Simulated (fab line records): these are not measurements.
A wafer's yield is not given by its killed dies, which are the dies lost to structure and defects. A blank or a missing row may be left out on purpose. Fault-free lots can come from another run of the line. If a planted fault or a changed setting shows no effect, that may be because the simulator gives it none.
A lot that was struck, set against a sound lot    flow nandHarc    36 out of 1302 route steps
Sound: these wafers, L162.1, L162.2, L162.4. Wafers L175.1, L175.2, L175.3 were the ones struck. Last of all comes the cause.
At each step with rows: each side's tool, then ch and its chambers, then its first start. Under that, the readings that differ: sound wafers    struck wafers    difference of the means    sigmas: that difference in standard deviations of wafers without a fault.
alike: a reading whose means differ by less than 2 such deviations, as well as words and numbers matching on both sides. not compared: withheld readings; readings where some wafer has no value; bounds like >300 that might hide an equal value; numbers whose values overlap and for which the record gives no deviation.
Wherever a step has rows on one side only, a row that says differs or no value, or a row with sigmas, the two part there. Numbers that don't overlap but have no deviation are shown without sigmas and don't part them. A reading that every wafer of one side lacks parts them only if that side has two wafers or more.

first, 4 steps without rows for these wafers: NHARC_A_WL_FILL_STRIP_28 (strips in post etch residue remover, time 1200 s); NHARC_A_WL_FILL_PRECLEAN_06 (cleans in DIW, time 300 s); NHARC_A_WL_FILL_SRD_07; NHARC_A_WL_FILL_ANNEAL_08 (time 1800 s).
NHARC_A_WL_FILL_ALD_10: deposits SiO2, target thk 50 nm, pulse time 10 s, ald cycles 500.
  sound on aldHk-04 ch 1,2,3, day 21 10:47; struck on aldHk-04 ch 0,1,2, day 27 02:07
  alike: heaterPowerW, precursorPulseHeightRel
then, 1 step without rows for these wafers: NHARC_A_WL_FILL_ETCHBACK_16 (etches the open film in C4F8/O2/Ar, target depth 120 nm, time 24 s).
NHARC_A_WL_FILL_STRIP_29: strips in O2, time 20 s.
  sound on rieDiel-07 ch 1,3, day 21 15:34; struck on rieDiel-05 ch 1,2,3, day 27 06:19
reading     sound           struck          difference  sigmas
rfVppV (V)  56.1 57.7 56.9  60.1 58.2 57.8  +1.8        +2
  alike: drypumpMotorCurrentA, oesProductAu, showerheadPlenumPTorr, throttleValvePct
  not compared: rfHoursCounterH
then, 4 steps without rows for these wafers: NHARC_A_WL_FILL_ETCHBACK_17 (etches the open film in Cl2/BCl3, target depth 4 nm, time 26.7 s); NHARC_A_WL_FILL_PRECLEAN_18 (cleans in dHF, time 30 s); NHARC_A_WL_FILL_SRD_21; NHARC_A_WL_FILL_CVD_23 (deposits poly-Si, target thk 40 nm, time 800 s).
NHARC_A_WL_FILL_ETCHBACK_26: etches the open film in HBr, target depth 52 nm, time 13.3 s.
  sound on rieSi-04 ch 0,1,2, day 21 20:49; struck on rieSi-04 ch 0,1,3, day 27 11:39
reading              sound        struck       difference  sigmas
rfHoursCounterH (h)  1.0 1.0 1.1  0.7 0.6 0.6  -0.4        
  alike: drypumpMotorCurrentA, oesProductAu, throttleValvePct
then, 3 steps without rows for these wafers: NHARC_A_WL_FILL_PRECLEAN_30 (cleans in dHF, time 10 s); NHARC_A_WL_FILL_SRD_14; NHARC_A_WL_FILL_ALD_19 (deposits TiN, target thk 2 nm, pulse time 3 s, ald cycles 100).
NHARC_A_WL_FILL_CVD_20: deposits W, target thk 100 nm, time 74 s.
  sound: cvdW-01 ch 0,1; struck: cvdW-01 ch 0,1
  alike: heaterPowerW, throttleValvePct
NHARC_A_WL_FILL_CMP_12: polishes, t overpolish 30 s, target thk 100 nm.
  sound on cmp-02 ch 1,2,3, day 21 21:27; struck on cmp-02 ch 0,1,2, day 27 13:45
  alike: motorCurrentA, overpolishRunS, timeToEndpointS
then, 1 step without rows for these wafers: NHARC_A_WL_FILL_SRD_31.
NHARC_A_CONTACT_DEP_24: deposits SiO2, target thk 500 nm.
  sound on pecvd-03 ch 0,2, day 21 21:59; struck on pecvd-03 ch 0,1,2, day 27 14:19
  alike: heaterPowerW, throttleValvePct
then, 12 steps without rows for these wafers: NHARC_A_CONTACT_DEP_28 (deposits aC, target thk 7000 nm); NHARC_A_CONTACT_DEP_29 (deposits SiON, target thk 100 nm); NHARC_A_CONTACT_DEHYDRATE_32 (time 120 s); NHARC_A_CONTACT_HMDS_33 (time 30 s); NHARC_A_CONTACT_COAT_34 (time 75 s); NHARC_A_CONTACT_COAT_35 (time 65 s); NHARC_A_CONTACT_COAT_36 (resist thk 90 nm); NHARC_A_CONTACT_SOFTBAKE_37 (time 55 s); NHARC_A_CONTACT_EBR_38; NHARC_A_CONTACT_EXPOSE_39 (exposes mask A CC 3); NHARC_A_CONTACT_PEB_40 (peb time 65 s); NHARC_A_CONTACT_DEVELOP_41 (develop time 35 s).
NHARC_A_CONTACT_CD_MEAS_42 targets a cd of 300 nm.
  sound on cdSem-03 ch 0, day 22 06:24; struck on cdSem-02 ch 0, day 27 19:56
  alike: cdNm
NHARC_A_CONTACT_OVL_MEAS_43:
  sound: overlay-01 at day 22 06:29; struck: overlay-01 at day 27 20:02
  alike: overlayXNm, overlayYNm
then, 2 steps without rows for these wafers: NHARC_A_CONTACT_DESCUM_47 (chemistry O2, time 3 s); NHARC_A_CONTACT_ETCH_48 (etches the open film in CF4, target depth 39 nm, time 65 s).
-- break in the record here, with 3 days between the starts of the struck wafers on either side (left off in module A_CONTACT, picked up again in module END, where the first step shown is number 1302 on the route) --
NHARC_END_SORT_01:
  sound on prober-02 ch 0, day 25 08:42; struck on prober-02 ch 0, day 30 17:13
reading        sound     struck       difference  sigmas
killedAtArray  53 52 50  138 116 101  +67         +4
killedDies     53 54 51  138 119 106  +68         +4
  alike: killedAtOther, killedAtPeriphery, killedOpen, killedShort

== WHERE THEY PART ==
Last at NHARC_END_SORT_01 as far as this record goes, first at NHARC_A_WL_FILL_STRIP_29.

WHY: what the simulator had put in
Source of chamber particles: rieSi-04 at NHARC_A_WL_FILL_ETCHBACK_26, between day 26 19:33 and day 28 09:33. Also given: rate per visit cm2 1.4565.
